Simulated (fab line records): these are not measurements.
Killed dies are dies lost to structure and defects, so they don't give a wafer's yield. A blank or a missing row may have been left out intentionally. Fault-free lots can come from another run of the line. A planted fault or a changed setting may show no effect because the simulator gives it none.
A struck lot beside a sound one | flow n5Finfet | 16 out of 1938 route steps
Sound: the wafers L332.2, L332.3, L332.6. The struck wafers were L320.1, L320.3, L320.6. The cause is given at the end.
Per side, at each step with rows, come the tool, then ch with its chambers, and then its first start. Under that, the readings that differ: sound wafers | struck wafers | difference of the means | sigmas: that difference in standard deviations of wafers without a fault.
alike: words and numbers the same on both sides, and readings whose means are apart by under 2 such deviations; not compared: readings that were withheld, readings missing a value for some wafer, numbers with overlapping values and no deviation given by the record, and bounds like >300 which may hide the same value.
Wherever a step has rows on one side only, a row that says differs or no value, or a row with sigmas, the two part there. Numbers that don't overlap but have no deviation are shown without sigmas and don't part them. Lack of a reading on every wafer of one side parts them only where that side has two or more wafers.

N5_BEOL_M2_SPUTTER_90: material Cu, target thk 4.5 nm, time 8.29 s.
  sound: pvdSputter-03 at day 11 16:31; struck: pvdSputter-03 at day 8 23:21
  alike: throttleValvePct
N5_BEOL_M2_ANNEAL_91: time 240 s.
  sound: pvdSputter-03 at day 11 16:35; struck: pvdSputter-03 at day 8 23:26
  alike: heaterPowerW
then, 4 steps without rows for these wafers: N5_BEOL_M2_SPUTTER_92 (material Cu, target thk 4.5 nm, time 8.29 s); N5_BEOL_M2_ANNEAL_93 (time 240 s); N5_BEOL_M2_SPUTTER_94 (material Cu, target thk 4.5 nm, time 8.29 s); N5_BEOL_M2_ANNEAL_95 (time 240 s).
N5_BEOL_M2_SPUTTER_96: material Cu, target thk 4.5 nm, time 8.29 s.
  sound: pvdSputter-03 at day 11 17:10; struck: pvdSputter-03 at day 9 00:01
  alike: throttleValvePct
then, 1 step without rows for these wafers: N5_BEOL_M2_ECD_50 (material Cu, target thk 300 nm).
N5_BEOL_M2_ANNEAL_51: time 90 s.
  sound on rtpAnneal-01 ch 0, day 11 17:26; struck on rtpAnneal-02 ch 0, day 9 00:25
  alike: wafer_temp_C_max
N5_BEOL_M2_CMP_52: polishes, stops on SiOC, t overpolish 6.8 s, target thk 40 nm.
  sound on cmp-01 ch 1,2,3, day 11 17:41; struck on cmp-03 ch 0,1,3, day 9 00:47
  alike: barrierFieldEndpointS, edgeZonePressureFrac, motorCurrentA, overpolishRunS, timeToEndpointS
N5_BEOL_M2_THK_MEAS_53: measures by xrf.
  sound: filmMetro-02 at day 11 17:59; struck: filmMetro-02 at day 9 01:00
  alike: M2_THK
then, 1 step without rows for these wafers: N5_BEOL_M2_PRE_CLEAN_60 (time 15 s).
N5_BEOL_M2_CO_CAP_55: material Co, precursor CCTBA/H2, target thk 2 nm, time 102.1 s.
  sound on cvdCo-02 ch 0,1,2, day 11 18:06; struck on cvdCo-02 ch 0,1,2, day 9 01:05
  no value came back on the struck wafers for chamberPressureTorr (Torr), heaterPowerOuterW (W), heaterPowerW (W); on the sound wafers chamberPressureTorr (Torr) reads 30.01 30.12 30.00
then, 1 step without rows for these wafers: N5_BEOL_M2_PRE_CLEAN_56 (time 15 s).
N5_BEOL_M4_RC_MEAS_101:
  sound on prober-01 ch 0, day 12 22:34; struck on prober-02 ch 0, day 9 20:17
reading       | sound          | struck         | difference | sigmas
DIBL_N (mV/V) | 37.4 38.9 39.5 | 35.1 35.9 35.7 | -3.0       | -2
  alike: DIBL_P, IOFF_N, IOFF_P, ION_N, ION_P, SS_N, SS_P, VT_N, VT_P
then, 1 step without rows for these wafers: N5_PASSIVATION_PROBE_49.

## WHERE THEY PART
At N5_BEOL_M2_CO_CAP_55 first; at N5_BEOL_M4_RC_MEAS_101 last (within this record only).

WHY: what the simulator had put in
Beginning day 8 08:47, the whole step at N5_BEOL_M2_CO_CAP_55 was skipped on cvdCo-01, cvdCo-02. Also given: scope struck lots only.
